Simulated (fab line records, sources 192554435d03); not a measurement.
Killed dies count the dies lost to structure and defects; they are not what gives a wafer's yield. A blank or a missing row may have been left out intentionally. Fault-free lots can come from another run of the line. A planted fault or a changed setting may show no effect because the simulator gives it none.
Split-lot trial || flow n5-finfet || 21 wafers read from 7 lots, route of 1938 steps

THE SPLIT
At N5_BEOL_M13_COAT_04 (resist thk 400 nm), the setting spin-rpm was moved away from the recipe's 1625 rpm on 9 of the 21 wafers read, by -9.0% to +7.2%. The other wafers ran this setting at the recipe's value.

FROM THE SPLIT TO THE READING: what the file shows between them, 4 steps
- N5_BEOL_M13_EBR_06
- N5_BEOL_M13_SOFTBAKE_05: time 60 s
- N5_BEOL_M13_DESCUM_15: chemistry O2, time 7.9 s
- N5_BEOL_M13_ETCH_59: etches BARC in N2/H2, target depth 89 nm, overetch 26.7 nm, time 67.9 s

THE READING
coat_of_BEOL_M13_COAT_04.thk-nm (the simulator's own value, which no gauge read), in nm, at N5_BEOL_M13_VIA_ETCH_16 (etches SiOC in C4F8/O2/Ar, target depth 921.7 nm). The file gives no usual value for it. Across the 12 wafers here that went through the recipe, the average is 70.2 nm and the standard deviation 3 nm.

{"wafer": "L077.1", "tool, chamber at the split": "litho-track-02, 0", "spin-rpm as run, rpm": 1742, "against the recipe": "+7.2%", "coat_of_BEOL_M13_COAT_04.thk-nm, nm": 56.2, "against lot-mates on the recipe": -10.0}
{"wafer": "L077.2", "tool, chamber at the split": "litho-track-02, 0", "spin-rpm as run, rpm": 1742, "against the recipe": "+7.2%", "coat_of_BEOL_M13_COAT_04.thk-nm, nm": 58.8, "against lot-mates on the recipe": -7.4}
{"wafer": "L077.5", "tool, chamber at the split": "litho-track-02, 0", "spin-rpm as run, rpm": 1625, "against the recipe": "recipe", "coat_of_BEOL_M13_COAT_04.thk-nm, nm": 66.2, "against lot-mates on the recipe": "-"}
{"wafer": "L079.4", "tool, chamber at the split": "litho-track-02, 0", "spin-rpm as run, rpm": 1742, "against the recipe": "+7.2%", "coat_of_BEOL_M13_COAT_04.thk-nm, nm": 57.4, "against lot-mates on the recipe": -14.0}
{"wafer": "L079.5", "tool, chamber at the split": "litho-track-02, 0", "spin-rpm as run, rpm": 1625, "against the recipe": "recipe", "coat_of_BEOL_M13_COAT_04.thk-nm, nm": 71.4, "against lot-mates on the recipe": "-"}
{"wafer": "L079.6", "tool, chamber at the split": "litho-track-02, 0", "spin-rpm as run, rpm": 1742, "against the recipe": "+7.2%", "coat_of_BEOL_M13_COAT_04.thk-nm, nm": 59, "against lot-mates on the recipe": -12.4}
{"wafer": "L082.1", "tool, chamber at the split": "litho-track-02, 0", "spin-rpm as run, rpm": 1625, "against the recipe": "recipe", "coat_of_BEOL_M13_COAT_04.thk-nm, nm": 71, "against lot-mates on the recipe": "-"}
{"wafer": "L082.4", "tool, chamber at the split": "litho-track-02, 0", "spin-rpm as run, rpm": 1625, "against the recipe": "recipe", "coat_of_BEOL_M13_COAT_04.thk-nm, nm": 66.4, "against lot-mates on the recipe": "-"}
{"wafer": "L082.5", "tool, chamber at the split": "litho-track-02, 0", "spin-rpm as run, rpm": 1625, "against the recipe": "recipe", "coat_of_BEOL_M13_COAT_04.thk-nm, nm": 69.8, "against lot-mates on the recipe": "-"}
{"wafer": "L086.1", "tool, chamber at the split": "litho-track-03, 0", "spin-rpm as run, rpm": 1522, "against the recipe": "-6.3%", "coat_of_BEOL_M13_COAT_04.thk-nm, nm": 83.2, "against lot-mates on the recipe": "+10.7"}
{"wafer": "L086.3", "tool, chamber at the split": "litho-track-03, 0", "spin-rpm as run, rpm": 1625, "against the recipe": "recipe", "coat_of_BEOL_M13_COAT_04.thk-nm, nm": 72, "against lot-mates on the recipe": "-"}
{"wafer": "L086.5", "tool, chamber at the split": "litho-track-03, 0", "spin-rpm as run, rpm": 1625, "against the recipe": "recipe", "coat_of_BEOL_M13_COAT_04.thk-nm, nm": 73, "against lot-mates on the recipe": "-"}
{"wafer": "L087.2", "tool, chamber at the split": "litho-track-01, 0", "spin-rpm as run, rpm": 1625, "against the recipe": "recipe", "coat_of_BEOL_M13_COAT_04.thk-nm, nm": 73.8, "against lot-mates on the recipe": "-"}
{"wafer": "L087.3", "tool, chamber at the split": "litho-track-01, 0", "spin-rpm as run, rpm": 1478, "against the recipe": "-9.0%", "coat_of_BEOL_M13_COAT_04.thk-nm, nm": 89.4, "against lot-mates on the recipe": "+15.6"}
{"wafer": "L087.5", "tool, chamber at the split": "litho-track-01, 0", "spin-rpm as run, rpm": 1478, "against the recipe": "-9.0%", "coat_of_BEOL_M13_COAT_04.thk-nm, nm": 87.4, "against lot-mates on the recipe": "+13.6"}
{"wafer": "L093.1", "tool, chamber at the split": "litho-track-02, 0", "spin-rpm as run, rpm": 1625, "against the recipe": "recipe", "coat_of_BEOL_M13_COAT_04.thk-nm, nm": 75.2, "against lot-mates on the recipe": "-"}
{"wafer": "L093.5", "tool, chamber at the split": "litho-track-02, 0", "spin-rpm as run, rpm": 1625, "against the recipe": "recipe", "coat_of_BEOL_M13_COAT_04.thk-nm, nm": 69.8, "against lot-mates on the recipe": "-"}
{"wafer": "L093.6", "tool, chamber at the split": "litho-track-02, 0", "spin-rpm as run, rpm": 1625, "against the recipe": "recipe", "coat_of_BEOL_M13_COAT_04.thk-nm, nm": 66.2, "against lot-mates on the recipe": "-"}
{"wafer": "L097.1", "tool, chamber at the split": "litho-track-03, 0", "spin-rpm as run, rpm": 1701, "against the recipe": "+4.7%", "coat_of_BEOL_M13_COAT_04.thk-nm, nm": 63, "against lot-mates on the recipe": -4.6}
{"wafer": "L097.4", "tool, chamber at the split": "litho-track-03, 0", "spin-rpm as run, rpm": 1625, "against the recipe": "recipe", "coat_of_BEOL_M13_COAT_04.thk-nm, nm": 67.6, "against lot-mates on the recipe": "-"}
{"wafer": "L097.6", "tool, chamber at the split": "litho-track-03, 0", "spin-rpm as run, rpm": 1701, "against the recipe": "+4.7%", "coat_of_BEOL_M13_COAT_04.thk-nm, nm": 57.6, "against lot-mates on the recipe": -10.0}

THE FIT
A straight line over all 21 wafers: coat_of_BEOL_M13_COAT_04.thk-nm changes by -1.9 nm for each +1% of spin-rpm; r = -0.96; the points scatter about the line by 2.7 nm.
The same after taking each lot's own level away (the mean of its wafers on the recipe; 21 wafers): -1.58 nm for each +1%; r = -0.96; scatter 2.2 nm.
On that fit, the largest move of spin-rpm shifts the reading by 14 nm.
The span of the lots' own levels, 66.20 to 73.80 nm, comes to 2.6 times the standard deviation stated above.
So the slope is not independent of the lot-to-lot level: the two fits are not the same.
Check: +14 nm against its lot-mates is what the line predicts for one of the wafers moved furthest among these (-9.0%) when that wafer is left out of the fit. It came out at +15.6 nm against them.

OTHER SPLITS ON THESE WAFERS
Note: prior to the reading, these wafers also went through further splits. Each is held against what the fit with the lots' levels taken away leaves over:
{"other split on the same wafers": "N5_BEOL_M10_PEB_26 peb-time-s", "wafers away from the commonest value": 9, "r with coat_of_BEOL_M13_COAT_04.thk-nm (lot level and that fit taken away)": -0.08}
{"other split on the same wafers": "N5_BEOL_M11_PEB_26 peb-time-s", "wafers away from the commonest value": 9, "r with coat_of_BEOL_M13_COAT_04.thk-nm (lot level and that fit taken away)": -0.19}
{"other split on the same wafers": "N5_BEOL_M11_ETCH_66 time-s", "wafers away from the commonest value": 8, "r with coat_of_BEOL_M13_COAT_04.thk-nm (lot level and that fit taken away)": "+0.28"}

THE WHOLE CHAIN: every reading that the file lists as answering this split, in the file's order
{"step": "N5_BEOL_M13_COAT_04", "what it does": "resist thk 400 nm", "reading": "coat_of_BEOL_M13_COAT_04.thk-nm (the simulator's own value, which no gauge read)", "change (the file's fit)": "-2.03 nm for each +1% of the setting", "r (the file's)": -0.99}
{"step": "N5_BEOL_M13_ETCH_59", "what it does": "etches BARC in N2/H2, target depth 89 nm, overetch 26.7 nm, time 67.9 s", "reading": "coat_of_BEOL_M13_COAT_04.thk-nm (the simulator's own value, which no gauge read)", "change (the file's fit)": "-1.79 nm for each +1% of the setting", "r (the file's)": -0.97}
{"step": "N5_BEOL_M13_VIA_ETCH_16", "what it does": "etches SiOC in C4F8/O2/Ar, target depth 921.7 nm", "reading": "coat_of_BEOL_M13_COAT_04.thk-nm (the simulator's own value, which no gauge read)", "change (the file's fit)": "-1.58 nm for each +1% of the setting", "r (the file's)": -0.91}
{"step": "N5_BEOL_M13_STRIP_63", "what it does": "strips in N2/H2", "reading": "strip-time-to-endpoint-s", "change (the file's fit)": "withheld for each +1% of the setting", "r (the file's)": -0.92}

THE FILE'S OWN FIT
coat_of_BEOL_M13_COAT_04.thk-nm changes by -1.58 nm for each +1% of spin-rpm, r = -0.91.
